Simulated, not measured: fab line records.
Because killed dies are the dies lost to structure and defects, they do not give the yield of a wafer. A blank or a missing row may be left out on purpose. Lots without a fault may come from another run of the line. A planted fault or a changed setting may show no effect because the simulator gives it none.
Struck lot and sound lot, side by side + flow n5_finfet + 18 steps out of a route of 1938
Sound: the wafers L103.2, L103.5, L103.6. Struck: wafer L991.1 (L991.3, L991.4, from the same lot, were not struck and are left out); the cause is given at the end.
At each step with rows: each side's tool, then ch and its chambers, then its first start. Under that, the readings that differ: sound wafers + struck wafers + difference of the means + sigmas: that difference in standard deviations of wafers without a fault.
alike: same words and numbers on both sides, and readings whose means sit less than 2 such deviations apart. not compared: any withheld reading, any reading some wafer has no value for, any bound like >300 that may hide the same value, and any number with overlapping values for which the record gives no deviation.
Wherever a step has rows on one side only, a row that says differs or no value, or a row with sigmas, the two part there. Numbers that don't overlap but have no deviation are shown without sigmas and don't part them. Lack of a reading on every wafer of one side parts them only where that side has two or more wafers.

N5_FIN_SAQP_HM_DEP_03: deposits SiNx from SiH4/NH3/N2, target thk 38 nm, time 33.6 s.
  sound on pecvd-02 ch 0,1,2, day 7 02:28; struck on pecvd-02 ch 0, day 4 04:51
  alike: chamber_pressure_Torr, heater_power_w, showerhead_plenum_p_Torr, throttle_valve_pct
N5_FIN_SAQP_THK_MEAS_05:
  sound: film_metro-02 at day 7 02:34; struck: film_metro-02 at day 4 04:56
  alike: thk_nm
N5_FIN_SAQP_PECVD_47: deposits a-Si from SiH4/He, target thk 45 nm, time 36.3 s.
  sound on pecvd-04 ch 1,2, day 7 02:36; struck on pecvd-04 ch 0, day 4 04:58
| reading                      | sound             | struck | difference | sigmas |
|------------------------------|-------------------|--------|------------|--------|
| chamber_pressure_Torr (Torr) | 3.002 3.011 3.007 | 2.987  | -0.020     | -3     |
  alike: heater_power_w, showerhead_plenum_p_Torr, throttle_valve_pct
N5_FIN_SAQP_PECVD_48: deposits SiNx from SiH4/NH3/N2, target thk 25 nm, time 22.1 s.
  sound on pecvd-04 ch 1,2, day 7 02:38; struck on pecvd-04 ch 0, day 4 05:01
  alike: chamber_pressure_Torr, heater_power_w, showerhead_plenum_p_Torr, throttle_valve_pct
N5_FIN_SAQP_PECVD_06: deposits a-Si from SiH4/He, target thk 60 nm, time 48.1 s.
  sound on pecvd-04 ch 1,2, day 7 02:41; struck on pecvd-04 ch 0, day 4 05:03
| reading            | sound       | struck | difference | sigmas |
|--------------------|-------------|--------|------------|--------|
| heater_power_w (W) | 849 833 673 | 1006   | +221       | +3     |
  alike: chamber_pressure_Torr, showerhead_plenum_p_Torr, throttle_valve_pct
N5_FIN_SAQP_THK_MEAS_07:
  sound: film_metro-02 at day 7 02:46; struck: film_metro-02 at day 4 05:08
  alike: thk_nm
N5_FIN_SAQP_HM_DEP_72: deposits SiO2 from SiH4/N2O, target thk 12 nm, time 7.2 s.
  sound on pecvd-03 ch 1,2, day 7 02:48; struck on pecvd-03 ch 0, day 4 05:11
| reading                      | sound                | struck | difference | sigmas |
|------------------------------|----------------------|--------|------------|--------|
| chamber_pressure_Torr (Torr) | 0.7480 0.7485 0.7460 | 0.7530 | +0.0055    | +3     |
  alike: heater_power_w, showerhead_plenum_p_Torr
then, 5 steps without rows for these wafers: N5_FIN_SAQP_COAT_49 (time 60 s, resist thk 100 nm); N5_FIN_SAQP_COAT_50 (time 60 s, resist thk 35 nm); N5_FIN_SAQP_COAT_10 (resist thk 90 nm); N5_FIN_SAQP_EBR_12; N5_FIN_SAQP_SOFTBAKE_11 (time 60 s).
N5_FIN_SAQP_EXPOSE_13: exposes mask FIN CORE, target cd 35.6 nm.
  sound on arfi_scanner-02 ch 0, day 7 03:35; struck on arfi_scanner-03 ch 0, day 4 05:22
  alike: mask, reticle_temp_C
then, 2 steps without rows for these wafers: N5_FIN_SAQP_PEB_14 (peb time 60 s); N5_FIN_SAQP_DEVELOP_15 (develop time 30 s).
N5_FIN_SAQP_CD_MEAS_16: target cd 35.6 nm.
  sound on cd_sem-03 ch 0, day 7 03:43; struck on cd_sem-03 ch 0, day 4 05:30
| reading    | sound          | struck | difference | sigmas |
|------------|----------------|--------|------------|--------|
| cd_nm (nm) | 35.6 35.7 35.6 | 32.7   | -2.9       | -9     |
N5_FIN_SAQP_OVL_MEAS_17:
  sound on overlay-01 ch 0, day 7 03:45; struck on overlay-02 ch 0, day 4 05:32
  alike: FIN_CORE_OVL
-- here the record skips 10 days between the struck wafers' starts before and after, leaving off in module FIN_SAQP and picking up in module PASSIVATION (first step shown: number 1936 of the route) --
N5_PASSIVATION_PROBE_49:
  only the struck wafers here have rows in the record (prober-02, day 14 05:26); the sound ones have none

WHERE THEY PART
Last at N5_PASSIVATION_PROBE_49 as far as this record goes, first at N5_FIN_SAQP_PECVD_47.

WHY: the cause the simulator had injected
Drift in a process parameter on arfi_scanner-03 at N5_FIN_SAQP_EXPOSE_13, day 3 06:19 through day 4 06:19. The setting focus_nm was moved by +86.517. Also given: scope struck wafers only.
